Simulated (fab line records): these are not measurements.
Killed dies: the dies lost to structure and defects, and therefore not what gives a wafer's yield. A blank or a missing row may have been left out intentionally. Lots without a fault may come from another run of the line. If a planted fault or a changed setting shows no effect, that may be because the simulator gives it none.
The tool behind it: which one? + flow nand harc + 24 lots, 72 wafers sampled, at 6 steps of a route of 1159

WHAT EACH GAUGE READ, for each wafer
The record holds no reading of a measuring or inspecting step that can be judged against a usual standard deviation.

WHICH TOOL RAN EACH LOT (tool, then ch and the chambers of the sampled wafers, then the start)
| lot  | NHARC_A_BLC_DEGAS_30         | NHARC_A_M0_PRE_CLEAN_29                 | NHARC_A_M0_PVD_20                       | NHARC_A_M0_ANNEAL_30             | NHARC_A_M0_CMP_23             | NHARC_A_M1_ANNEAL_31             |
|------|------------------------------|-----------------------------------------|-----------------------------------------|----------------------------------|-------------------------------|----------------------------------|
| L074 | pvd sputter-01, day 17 15:55 | pvd sputter-01, day 18 07:37 or earlier | pvd sputter-01, day 18 07:37 or earlier | rtp anneal-02 ch 0, day 18 07:37 | cmp-01 ch 0,3, day 18 07:58   | rtp anneal-01 ch 0, day 18 11:50 |
| L076 | pvd sputter-02, day 18 11:58 | pvd sputter-01, day 18 16:13 or earlier | pvd sputter-01, day 18 16:13 or earlier | rtp anneal-02 ch 0, day 18 16:13 | cmp-03 ch 0,1,3, day 18 16:29 | rtp anneal-01 ch 0, day 18 20:55 |
| L078 | pvd sputter-03, day 18 16:56 | pvd sputter-01, day 18 22:58 or earlier | pvd sputter-01, day 18 22:58 or earlier | rtp anneal-01 ch 0, day 18 22:58 | cmp-02 ch 1,2, day 18 23:20   | rtp anneal-02 ch 0, day 19 03:08 |
| L075 | pvd sputter-02, day 18 22:20 | pvd sputter-01, day 19 02:29 or earlier | pvd sputter-01, day 19 02:29 or earlier | rtp anneal-02 ch 0, day 19 02:29 | cmp-02 ch 0,3, day 19 02:49   | rtp anneal-01 ch 0, day 19 06:44 |
| L077 | pvd sputter-01, day 19 02:59 | pvd sputter-03, day 19 14:56 or earlier | pvd sputter-03, day 19 14:56 or earlier | rtp anneal-01 ch 0, day 19 14:56 | cmp-02 ch 0,1, day 19 15:09   | rtp anneal-02 ch 0, day 19 19:10 |
| L081 | pvd sputter-02, day 19 04:19 | pvd sputter-02, day 19 15:14 or earlier | pvd sputter-02, day 19 15:14 or earlier | rtp anneal-02 ch 0, day 19 15:14 | cmp-03 ch 0,1,2, day 19 15:34 | rtp anneal-01 ch 0, day 19 19:26 |
| L080 | pvd sputter-03, day 19 18:31 | pvd sputter-02, day 20 01:34 or earlier | pvd sputter-02, day 20 01:34 or earlier | rtp anneal-01 ch 0, day 20 01:34 | cmp-02 ch 2,3, day 20 01:55   | rtp anneal-02 ch 0, day 20 05:46 |
| L082 | pvd sputter-02, day 19 19:59 | pvd sputter-02, day 20 02:18 or earlier | pvd sputter-02, day 20 02:18 or earlier | rtp anneal-01 ch 0, day 20 02:18 | cmp-03 ch 0,1,3, day 20 02:41 | rtp anneal-02 ch 0, day 20 06:33 |
| L079 | pvd sputter-01, day 19 22:41 | pvd sputter-01, day 20 05:32 or earlier | pvd sputter-01, day 20 05:32 or earlier | rtp anneal-01 ch 0, day 20 05:32 | cmp-03 ch 1,2,3, day 20 05:51 | rtp anneal-01 ch 0, day 20 09:41 |
| L084 | pvd sputter-01, day 20 00:54 | pvd sputter-02, day 20 06:05 or earlier | pvd sputter-02, day 20 06:05 or earlier | rtp anneal-02 ch 0, day 20 06:05 | cmp-03 ch 0,2,3, day 20 06:26 | rtp anneal-01 ch 0, day 20 10:35 |
| L083 | pvd sputter-01, day 20 02:22 | pvd sputter-01, day 20 07:11 or earlier | pvd sputter-01, day 20 07:11 or earlier | rtp anneal-02 ch 0, day 20 07:11 | cmp-01 ch 1,3, day 20 07:32   | rtp anneal-01 ch 0, day 20 11:47 |
| L086 | pvd sputter-01, day 20 05:52 | pvd sputter-03, day 20 15:43 or earlier | pvd sputter-03, day 20 15:43 or earlier | rtp anneal-01 ch 0, day 20 15:43 | cmp-01 ch 0,2,3, day 20 16:01 | rtp anneal-02 ch 0, day 20 19:54 |
| L085 | pvd sputter-01, day 20 07:44 | pvd sputter-02, day 20 16:10 or earlier | pvd sputter-02, day 20 16:10 or earlier | rtp anneal-02 ch 0, day 20 16:10 | cmp-03 ch 0,2,3, day 20 16:34 | rtp anneal-02 ch 0, day 20 20:31 |
| L087 | pvd sputter-02, day 20 09:19 | pvd sputter-03, day 20 19:06 or earlier | pvd sputter-03, day 20 19:06 or earlier | rtp anneal-02 ch 0, day 20 19:06 | cmp-02 ch 2,3, day 20 19:17   | rtp anneal-02 ch 0, day 20 23:12 |
| L089 | pvd sputter-03, day 21 02:29 | pvd sputter-03, day 21 16:05 or earlier | pvd sputter-03, day 21 16:05 or earlier | rtp anneal-01 ch 0, day 21 16:05 | cmp-03 ch 0,1,3, day 21 16:29 | rtp anneal-02 ch 0, day 21 20:34 |
| L091 | pvd sputter-02, day 21 19:43 | pvd sputter-02, day 21 23:56 or earlier | pvd sputter-02, day 21 23:56 or earlier | rtp anneal-02 ch 0, day 21 23:56 | cmp-02 ch 2,3, day 22 00:13   | rtp anneal-01 ch 0, day 22 04:07 |
| L093 | pvd sputter-03, day 21 21:02 | pvd sputter-03, day 22 02:28 or earlier | pvd sputter-03, day 22 02:28 or earlier | rtp anneal-01 ch 0, day 22 02:28 | cmp-01 ch 0,2,3, day 22 02:47 | rtp anneal-01 ch 0, day 22 07:08 |
| L088 | pvd sputter-01, day 21 22:04 | pvd sputter-01, day 22 03:41 or earlier | pvd sputter-01, day 22 03:41 or earlier | rtp anneal-02 ch 0, day 22 03:41 | cmp-01 ch 1,3, day 22 03:58   | rtp anneal-02 ch 0, day 22 07:53 |
| L090 | pvd sputter-03, day 22 01:00 | pvd sputter-02, day 22 07:28 or earlier | pvd sputter-02, day 22 07:28 or earlier | rtp anneal-01 ch 0, day 22 07:28 | cmp-03 ch 0,2,3, day 22 07:49 | rtp anneal-01 ch 0, day 22 11:33 |
| L092 | pvd sputter-01, day 22 02:53 | pvd sputter-01, day 22 09:24 or earlier | pvd sputter-01, day 22 09:24 or earlier | rtp anneal-01 ch 0, day 22 09:24 | cmp-02 ch 0,1,3, day 22 09:45 | rtp anneal-01 ch 0, day 22 13:28 |
| L096 | pvd sputter-01, day 22 07:47 | pvd sputter-03, day 22 14:53 or earlier | pvd sputter-03, day 22 14:53 or earlier | rtp anneal-01 ch 0, day 22 14:53 | cmp-02 ch 0,2, day 22 15:13   | rtp anneal-01 ch 0, day 22 19:26 |
| L094 | pvd sputter-03, day 22 08:30 | pvd sputter-02, day 22 16:49 or earlier | pvd sputter-02, day 22 16:49 or earlier | rtp anneal-01 ch 0, day 22 16:49 | cmp-03 ch 1,2,3, day 22 17:11 | rtp anneal-02 ch 0, day 22 20:53 |
| L095 | pvd sputter-02, day 22 15:05 | pvd sputter-02, day 22 21:43 or earlier | pvd sputter-02, day 22 21:43 or earlier | rtp anneal-01 ch 0, day 22 21:43 | cmp-02 ch 2,3, day 22 22:02   | rtp anneal-01 ch 0, day 23 02:02 |
| L097 | pvd sputter-01, day 23 08:13 | pvd sputter-02, day 23 13:17 or earlier | pvd sputter-02, day 23 13:17 or earlier | rtp anneal-01 ch 0, day 23 13:17 | cmp-03 ch 0,2,3, day 23 13:37 | rtp anneal-01 ch 0, day 23 17:29 |
- NHARC_A_BLC_DEGAS_30: time 60 s.
- NHARC_A_M0_PRE_CLEAN_29: time 30 s.
- NHARC_A_M0_PVD_20: deposits TaN, target thk 5 nm, time 8.06 s.
- NHARC_A_M0_ANNEAL_30: time 90 s.
- NHARC_A_M0_CMP_23: polishes, t overpolish 20 s, target thk 113.75 nm.
- NHARC_A_M1_ANNEAL_31: time 90 s.

WHAT THE TOOLS THEMSELVES READ (means of the sampled wafers that have a number; where no wafer has one, the mark that the record gives instead)
NHARC_A_BLC_DEGAS_30.
| lot  | tool           | heater power w (W) |
|------|----------------|--------------------|
| L074 | pvd sputter-01 | 514                |
| L076 | pvd sputter-02 | 490                |
| L078 | pvd sputter-03 | 530                |
| L075 | pvd sputter-02 | 512                |
| L077 | pvd sputter-01 | 471                |
| L081 | pvd sputter-02 | 440                |
| L080 | pvd sputter-03 | 485                |
| L082 | pvd sputter-02 | 492                |
| L079 | pvd sputter-01 | 499                |
| L084 | pvd sputter-01 | 505                |
| L083 | pvd sputter-01 | 498                |
| L086 | pvd sputter-01 | 493                |
| L085 | pvd sputter-01 | 499                |
| L087 | pvd sputter-02 | 502                |
| L089 | pvd sputter-03 | 488                |
| L091 | pvd sputter-02 | 589                |
| L093 | pvd sputter-03 | 502                |
| L088 | pvd sputter-01 | 472                |
| L090 | pvd sputter-03 | 486                |
| L092 | pvd sputter-01 | 493                |
| L096 | pvd sputter-01 | 476                |
| L094 | pvd sputter-03 | 439                |
| L095 | pvd sputter-02 | 444                |
| L097 | pvd sputter-01 | 499                |

NHARC_A_M0_PRE_CLEAN_29.
| lot  | tool           | heater power w (W) |
|------|----------------|--------------------|
| L074 | pvd sputter-01 | 428                |
| L076 | pvd sputter-01 | 440                |
| L078 | pvd sputter-01 | 456                |
| L075 | pvd sputter-01 | 412                |
| L077 | pvd sputter-03 | 447                |
| L081 | pvd sputter-02 | 467                |
| L080 | pvd sputter-02 | 371                |
| L082 | pvd sputter-02 | 430                |
| L079 | pvd sputter-01 | 403                |
| L084 | pvd sputter-02 | 456                |
| L083 | pvd sputter-01 | 408                |
| L086 | pvd sputter-03 | 445                |
| L085 | pvd sputter-02 | 461                |
| L087 | pvd sputter-03 | 466                |
| L089 | pvd sputter-03 | 420                |
| L091 | pvd sputter-02 | 398                |
| L093 | pvd sputter-03 | 481                |
| L088 | pvd sputter-01 | 433                |
| L090 | pvd sputter-02 | 452                |
| L092 | pvd sputter-01 | 415                |
| L096 | pvd sputter-03 | 425                |
| L094 | pvd sputter-02 | 439                |
| L095 | pvd sputter-02 | 399                |
| L097 | pvd sputter-02 | 447                |

NHARC_A_M0_PVD_20.
| lot  | tool           | throttle valve pct (%) |
|------|----------------|------------------------|
| L074 | pvd sputter-01 | 29.4                   |
| L076 | pvd sputter-01 | 29.4                   |
| L078 | pvd sputter-01 | 28.5                   |
| L075 | pvd sputter-01 | 30.1                   |
| L077 | pvd sputter-03 | 30.5                   |
| L081 | pvd sputter-02 | 30.0                   |
| L080 | pvd sputter-02 | 29.9                   |
| L082 | pvd sputter-02 | 29.7                   |
| L079 | pvd sputter-01 | 29.9                   |
| L084 | pvd sputter-02 | 29.6                   |
| L083 | pvd sputter-01 | 29.2                   |
| L086 | pvd sputter-03 | 30.4                   |
| L085 | pvd sputter-02 | 30.2                   |
| L087 | pvd sputter-03 | 29.8                   |
| L089 | pvd sputter-03 | 29.7                   |
| L091 | pvd sputter-02 | 30.3                   |
| L093 | pvd sputter-03 | 30.5                   |
| L088 | pvd sputter-01 | 29.2                   |
| L090 | pvd sputter-02 | 29.7                   |
| L092 | pvd sputter-01 | 29.9                   |
| L096 | pvd sputter-03 | 30.6                   |
| L094 | pvd sputter-02 | 30.3                   |
| L095 | pvd sputter-02 | 30.1                   |
| L097 | pvd sputter-02 | 30.1                   |

NHARC_A_M0_ANNEAL_30.
| lot  | tool          | wafer_temp_C_max |
|------|---------------|------------------|
| L074 | rtp anneal-02 | 225.61           |
| L076 | rtp anneal-02 | 225.70           |
| L078 | rtp anneal-01 | 225.98           |
| L075 | rtp anneal-02 | 225.66           |
| L077 | rtp anneal-01 | 226.00           |
| L081 | rtp anneal-02 | 225.35           |
| L080 | rtp anneal-01 | 225.95           |
| L082 | rtp anneal-01 | 225.60           |
| L079 | rtp anneal-01 | 225.95           |
| L084 | rtp anneal-02 | 225.60           |
| L083 | rtp anneal-02 | 225.74           |
| L086 | rtp anneal-01 | 225.64           |
| L085 | rtp anneal-02 | 225.58           |
| L087 | rtp anneal-02 | 225.68           |
| L089 | rtp anneal-01 | 225.85           |
| L091 | rtp anneal-02 | 225.63           |
| L093 | rtp anneal-01 | 225.79           |
| L088 | rtp anneal-02 | 225.72           |
| L090 | rtp anneal-01 | 225.85           |
| L092 | rtp anneal-01 | 226.17           |
| L096 | rtp anneal-01 | 225.74           |
| L094 | rtp anneal-01 | 225.89           |
| L095 | rtp anneal-01 | 225.82           |
| L097 | rtp anneal-01 | 225.65           |

NHARC_A_M0_CMP_23.
| lot  | tool   | motor current A (A) | slurry filter dp kPa (kPa) | time to endpoint s (s) |
|------|--------|---------------------|----------------------------|------------------------|
| L074 | cmp-01 | 11.8                | 13.56                      | 30.1                   |
| L076 | cmp-03 | 11.0                | 13.71                      | 31.3                   |
| L078 | cmp-02 | 11.2                | 13.53                      | 29.5                   |
| L075 | cmp-02 | 12.0                | 13.41                      | 25.8                   |
| L077 | cmp-02 | 12.6                | 13.58                      | 31.8                   |
| L081 | cmp-03 | 11.6                | 13.45                      | 29.4                   |
| L080 | cmp-02 | 11.4                | 13.55                      | 28.0                   |
| L082 | cmp-03 | 11.1                | 13.45                      | 28.9                   |
| L079 | cmp-03 | 11.5                | 13.51                      | 27.4                   |
| L084 | cmp-03 | 11.5                | 13.61                      | 27.7                   |
| L083 | cmp-01 | 12.3                | 13.49                      | 30.1                   |
| L086 | cmp-01 | 12.3                | 13.48                      | 28.1                   |
| L085 | cmp-03 | 11.6                | 13.50                      | 27.3                   |
| L087 | cmp-02 | 11.2                | 13.65                      | 31.6                   |
| L089 | cmp-03 | 10.9                | 13.62                      | 30.2                   |
| L091 | cmp-02 | 11.5                | 13.52                      | 26.9                   |
| L093 | cmp-01 | 12.3                | 13.44                      | 28.6                   |
| L088 | cmp-01 | 13.3                | 13.41                      | 27.5                   |
| L090 | cmp-03 | 11.7                | 13.44                      | 26.6                   |
| L092 | cmp-02 | 12.4                | 13.48                      | 29.6                   |
| L096 | cmp-02 | 12.5                | 13.55                      | 26.1                   |
| L094 | cmp-03 | 12.1                | 13.62                      | 27.0                   |
| L095 | cmp-02 | 10.8                | 13.62                      | 31.2                   |
| L097 | cmp-03 | 11.6                | 13.50                      | 27.8                   |

NHARC_A_M1_ANNEAL_31.
| lot  | tool          | wafer_temp_C_max |
|------|---------------|------------------|
| L074 | rtp anneal-01 | 226.06           |
| L076 | rtp anneal-01 | 226.01           |
| L078 | rtp anneal-02 | 225.52           |
| L075 | rtp anneal-01 | 226.03           |
| L077 | rtp anneal-02 | 225.52           |
| L081 | rtp anneal-01 | 225.90           |
| L080 | rtp anneal-02 | 225.72           |
| L082 | rtp anneal-02 | 225.33           |
| L079 | rtp anneal-01 | 226.09           |
| L084 | rtp anneal-01 | 225.74           |
| L083 | rtp anneal-01 | 225.88           |
| L086 | rtp anneal-02 | 225.60           |
| L085 | rtp anneal-02 | 225.91           |
| L087 | rtp anneal-02 | 225.85           |
| L089 | rtp anneal-02 | 225.68           |
| L091 | rtp anneal-01 | 225.83           |
| L093 | rtp anneal-01 | 226.02           |
| L088 | rtp anneal-02 | 225.52           |
| L090 | rtp anneal-01 | 226.16           |
| L092 | rtp anneal-01 | 226.07           |
| L096 | rtp anneal-01 | 225.76           |
| L094 | rtp anneal-02 | 225.65           |
| L095 | rtp anneal-01 | 225.86           |
| L097 | rtp anneal-01 | 225.71           |

THE ANSWER, worked out from the rows above alone
Rule: usual is defined by the lots themselves. The widest of any qualifying gaps counts: lots, ordered by their means at a reading, are off when they make up no more than a third of the lots, leave a main group of 4 or more, and stand apart from it by 3 or more times the standard deviation of that group's means. The tables above print the reading to a certain number of digits; a main group whose means all agree to those digits is not used. A lot without any number at a reading at which 4 lots or more have one is off too. Where the step has rows for the other lots, those lots are counted as sound. First the gauges in route order, then the tools' own readings, where a lot's mean is used as printed above. The first step at which some lot is off is used, and at that step the reading that is off furthest; a lot without a number counts as furthest.
Nothing can be told from this: no lot is off at any reading shown.

WHAT THE SIMULATOR PUT IN
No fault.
